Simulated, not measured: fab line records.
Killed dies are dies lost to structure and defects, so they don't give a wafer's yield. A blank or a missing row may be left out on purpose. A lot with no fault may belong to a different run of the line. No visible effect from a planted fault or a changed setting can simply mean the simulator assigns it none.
A single fault, viewed from 2 desks :: flow n5_finfet :: each desk has only its own numbers; what lay behind them comes last

## THE TOOL OWNER'S DESK: rie_diel-01
The tool's own readings at N5_BEOL_M1_VIA_ETCH_34 (etches the open film in C4F6/O2, target depth 67.8 nm, time 64.4 s): means of the sampled wafers that have a number, for each lot that ran on this tool. If a lot's mean is further than 4 standard deviations from the usual mean, the lot is out of limits and carries the mark OUT (the distance appears in the brackets).
Columns: A = drypump_motor_current_A at N5_BEOL_M1_VIA_ETCH_34, usual 5.8 A; B = oes_product_au at N5_BEOL_M1_VIA_ETCH_34, usual 0.83 a.u.; C = rf_vpp_V at N5_BEOL_M1_VIA_ETCH_34, usual 661 V; D = run_length_s at N5_BEOL_M1_VIA_ETCH_34, usual 87.6 s; E = showerhead_plenum_p_Torr at N5_BEOL_M1_VIA_ETCH_34, usual 2.84 Torr; F = throttle_valve_pct at N5_BEOL_M1_VIA_ETCH_34, usual 30.75 %
lot: L223
first seen here: day 6 15:56
A: 5.7
B: 0.75
C: 662
D: 87.5
E: 2.76
F: 30.95

lot: L226
first seen here: day 7 17:09
A: 5.7
B: 0.87
C: 657
D: 87.8
E: 2.80
F: 30.79

lot: L227
first seen here: day 8 06:43
A: 5.6
B: 0.89
C: 666
D: 71.8 (-41) OUT
E: 2.83
F: 30.88

lot: L228
first seen here: day 8 09:55
A: 5.7
B: 0.76
C: 664
D: 79.9 (-20) OUT
E: 2.78
F: 30.97

lot: L231
first seen here: day 8 23:59
A: 5.9
B: 0.87
C: 663
D: 79.6 (-21) OUT
E: 2.88
F: 30.76

lot: L244
first seen here: day 12 04:13
A: 5.8
B: 0.92
C: 664
D: 87.5
E: 2.97
F: 30.73

lot: L245
first seen here: day 13 08:30
A: 5.6
B: 0.86
C: 667
D: 87.9
E: 2.89
F: 30.88
This desk finds L227, L228, L231 out of limits, L227 being first, at day 8 06:43 (run_length_s at N5_BEOL_M1_VIA_ETCH_34). L223, L226, L244, L245 stayed within limits.

## THE METROLOGY DESK
Means of the sampled wafers that have a number, per lot and without regard to the tool the lot ran on: this is what the gauges read. If a lot's mean is further than 4 standard deviations from the usual mean, the lot is out of limits and carries the mark OUT (the distance appears in the brackets). It has 10 readings; the 7 that lie furthest out on some lot are the ones shown.
Columns: A = DIBL_N at N5_BEOL_M4_RC_MEAS_101, usual 36.3 mV/V; B = IOFF_N at N5_BEOL_M4_RC_MEAS_101, usual 0.155 nA/um; C = IOFF_P at N5_BEOL_M4_RC_MEAS_101, usual 0.211 nA/um; D = ION_N at N5_BEOL_M4_RC_MEAS_101, usual 672 uA/um; E = ION_P at N5_BEOL_M4_RC_MEAS_101, usual 462 uA/um; F = SS_N at N5_BEOL_M4_RC_MEAS_101, usual 71.5 mV/dec; G = VT_P at N5_BEOL_M4_RC_MEAS_101, usual -249.8 mV
lot: L223
first seen here: day 9 18:11
A: 36.8
B: 0.176
C: 0.225
D: 674
E: 461
F: 71.9
G: -249.3

lot: L226
first seen here: day 10 22:22
A: 36.5
B: 0.158
C: 0.238
D: 672
E: 469
F: 71.6
G: -246.7

lot: L227
first seen here: day 11 10:32
A: 35.2
B: 0.143
C: 0.181
D: 676
E: 467
F: 71.4
G: -252.2

lot: L228
first seen here: day 11 17:12
A: 37.9
B: 0.166
C: 0.204
D: 674
E: 454
F: 71.5
G: -253.1

lot: L231
first seen here: day 13 23:12
A: 35.8
B: 0.138
C: 0.164
D: 666
E: 453
F: 71.3
G: -254.6

lot: L234
first seen here: day 14 23:47
A: 35.6
B: 0.153
C: 0.197
D: 666
E: 456
F: 70.8
G: -250.9

lot: L245
first seen here: day 16 04:41
A: 37.7
B: 0.176
C: 0.238
D: 674
E: 464
F: 72.3
G: -247.5

lot: L242
first seen here: day 17 06:04
A: 37.9
B: 0.183
C: 0.249
D: 684
E: 472
F: 71.7
G: -247.3

lot: L244
first seen here: day 17 17:07
A: 36.0
B: 0.158
C: 0.205
D: 674
E: 460
F: 71.8
G: -249.5
This desk's verdict: no lot among the 9 shows anything out of limits.

## ALL TOGETHER
An alarm could have come from the tool owner's desk at day 8 06:43, on L227, L228, L231.
At the metrology desk, nothing out of limits was observed.
The metrology desk has L227, L228, L231 on record, within its limits.
All the named lots went through N5_BEOL_M1_VIA_ETCH_34 on rie_diel-01.

## WHAT HAD BEEN PUT IN BY THE SIMULATOR
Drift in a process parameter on rie_diel-01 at N5_BEOL_M1_VIA_ETCH_34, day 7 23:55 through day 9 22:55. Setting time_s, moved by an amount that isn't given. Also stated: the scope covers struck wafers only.
Struck lots among those shown: L227, L228, L231.
How many hours passed from the start of the fault until each desk's first out-of-limits reading: the tool owner's desk, 7.
